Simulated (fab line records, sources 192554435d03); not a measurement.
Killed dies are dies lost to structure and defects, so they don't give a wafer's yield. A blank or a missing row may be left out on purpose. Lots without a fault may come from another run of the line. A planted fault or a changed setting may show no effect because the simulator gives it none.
Split-lot experiment | flow n5_finfet | 7 lots, 39 wafers read, on a route of 1938 steps

THE SPLIT
At N5_MOL_CONTACT_COAG_ETCH_91 (etches SOC in N2/H2, target depth 60 nm, overetch 21 nm, time 101.2 s), the setting time_s was moved away from the recipe's 101.2 s on 12 of the 39 wafers read, by -16.5% to +53.5%. The other wafers ran this setting at the recipe's value.

The reading is taken at the split's own step.

THE READING
SiARC_of_MOL_CONTACT_COAG_COAT_76.thk_nm (the simulator's own value, which no gauge read), in nm, at N5_MOL_CONTACT_COAG_ETCH_91 (etches SOC in N2/H2, target depth 60 nm, overetch 21 nm, time 101.2 s). The file gives no usual value for it. The 27 wafers here that ran the recipe average 5.8 nm, standard deviation 0.066 nm.

wafer  | tool, chamber at the split | time_s as run, s | against the recipe | SiARC_of_MOL_CONTACT_COAG_COAT_76.thk_nm, nm | against lot-mates on the recipe
L077.1 | rie_diel-01, 3             | 101.2            | recipe             | 5.6                                          | -
L077.2 | rie_diel-01, 2,0           | 155.3            | +53.5%             | 3.6                                          | -2.1
L077.3 | rie_diel-01, 2,0           | 155.3            | +53.5%             | 3.6                                          | -2.1
L077.4 | rie_diel-01, 1,0           | 101.2            | recipe             | 5.8                                          | -
L077.6 | rie_diel-01, 1,0           | 101.2            | recipe             | 5.8                                          | -
L077.5 | rie_diel-01, 1             | 155.3            | +53.5%             | 3.4                                          | -2.3
L078.1 | rie_diel-02, 0,3           | 132.2            | +30.6%             | 4.6                                          | -1.2
L078.2 | rie_diel-02, 0,3           | 132.2            | +30.6%             | 4.6                                          | -1.2
L078.3 | rie_diel-02, 1,3,1         | 101.2            | recipe             | 5.8                                          | -
L078.4 | rie_diel-02, 1,3,1         | 101.2            | recipe             | 5.8                                          | -
L078.5 | rie_diel-02, 1,3,1         | 101.2            | recipe             | 5.8                                          | -
L078.6 | rie_diel-02, 0             | 132.2            | +30.6%             | 4.4                                          | -1.4
L080.1 | rie_diel-02, 2,1,0,3,1,2   | 101.2            | recipe             | 5.8                                          | -
L080.2 | rie_diel-02, 2,1,0,3,1,2   | 101.2            | recipe             | 5.8                                          | -
L080.3 | rie_diel-02, 2,1,0,3,1,2   | 101.2            | recipe             | 5.8                                          | -
L080.4 | rie_diel-02, 2,1,0,3,1,2   | 101.2            | recipe             | 5.8                                          | -
L080.5 | rie_diel-02, 2,1,0,3,1,2   | 101.2            | recipe             | 5.8                                          | -
L080.6 | rie_diel-02, 2,1,0,3,1,2   | 101.2            | recipe             | 5.8                                          | -
L082.1 | rie_diel-01, 3,1,2         | 84.54            | -16.5%             | 6.6                                          | +0.7
L082.2 | rie_diel-01, 3,1,2         | 84.54            | -16.5%             | 6.6                                          | +0.7
L082.4 | rie_diel-01, 3,1,2         | 84.54            | -16.5%             | 6.6                                          | +0.7
L082.3 | rie_diel-01, 2             | 101.2            | recipe             | 6                                            | -
L082.5 | rie_diel-01, 3,1           | 101.2            | recipe             | 5.8                                          | -
L082.6 | rie_diel-01, 3,1           | 101.2            | recipe             | 5.8                                          | -
L084.1 | rie_diel-03, 1,2           | 101.2            | recipe             | 5.8                                          | -
L084.3 | rie_diel-03, 1,2           | 101.2            | recipe             | 5.8                                          | -
L084.2 | rie_diel-03, 3             | 101.2            | recipe             | 6                                            | -
L084.4 | rie_diel-03, 3             | 154.3            | +52.5%             | 3.8                                          | -2.1
L084.5 | rie_diel-03, 1,2           | 154.3            | +52.5%             | 3.6                                          | -2.3
L084.6 | rie_diel-03, 1,2           | 154.3            | +52.5%             | 3.6                                          | -2.3
L094.3 | rie_diel-01, 3,0,3         | 101.2            | recipe             | 5.8                                          | -
L094.5 | rie_diel-01, 3,0,3         | 101.2            | recipe             | 5.8                                          | -
L094.6 | rie_diel-01, 3,0,3         | 101.2            | recipe             | 5.8                                          | -
L096.1 | rie_diel-02, 0,3,2,1,2,3   | 101.2            | recipe             | 5.8                                          | -
L096.2 | rie_diel-02, 0,3,2,1,2,3   | 101.2            | recipe             | 5.8                                          | -
L096.3 | rie_diel-02, 0,3,2,1,2,3   | 101.2            | recipe             | 5.8                                          | -
L096.4 | rie_diel-02, 0,3,2,1,2,3   | 101.2            | recipe             | 5.8                                          | -
L096.5 | rie_diel-02, 0,3,2,1,2,3   | 101.2            | recipe             | 5.8                                          | -
L096.6 | rie_diel-02, 0,3,2,1,2,3   | 101.2            | recipe             | 5.8                                          | -
Where a row lists several chambers, the file gives one row for several wafers and doesn't say which wafer went through which chamber.

THE FIT
A straight line over all 39 wafers: SiARC_of_MOL_CONTACT_COAG_COAT_76.thk_nm changes by -0.0422 nm for each +1% of time_s; r = -1.00; the points scatter about the line by 0.08 nm.
The same after taking each lot's own level away (the mean of its wafers on the recipe; 39 wafers): -0.0417 nm for each +1%; r = -1.00; scatter 0.068 nm.
On that fit, the largest move of time_s shifts the reading by 2.2 nm.
The lots' own levels span 5.73 to 5.87 nm, that is 2.0 times the standard deviation above.
So the lot-to-lot level changes the slope little: the two slopes agree.
Check: with one of the wafers moved furthest among these (+53.5%) left out of the fit, the line predicts -2.24 nm for it against its lot-mates. It came out at -2.13 nm against them.

OTHER SPLITS ON THESE WAFERS
These wafers also went through other splits before the reading. Each is held against what the fit with the lots' levels taken away leaves over:
other split on the same wafers          | wafers away from the commonest value | r with SiARC_of_MOL_CONTACT_COAG_COAT_76.thk_nm (lot level and that fit taken away)
N5_ZERO_LAYER_DEVELOP_10 develop_time_s | 15                                   | +0.08
N5_FIN_SAQP_HM_DEP_03 time_s            | 15                                   | -0.16
N5_SD_EPI_P_ETCHBACK_46 target_depth_a  | 12                                   | +0.01

THE FILE'S OWN FIT
SiARC_of_MOL_CONTACT_COAG_COAT_76.thk_nm changes by -0.0416 nm for each +1% of time_s, r = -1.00.
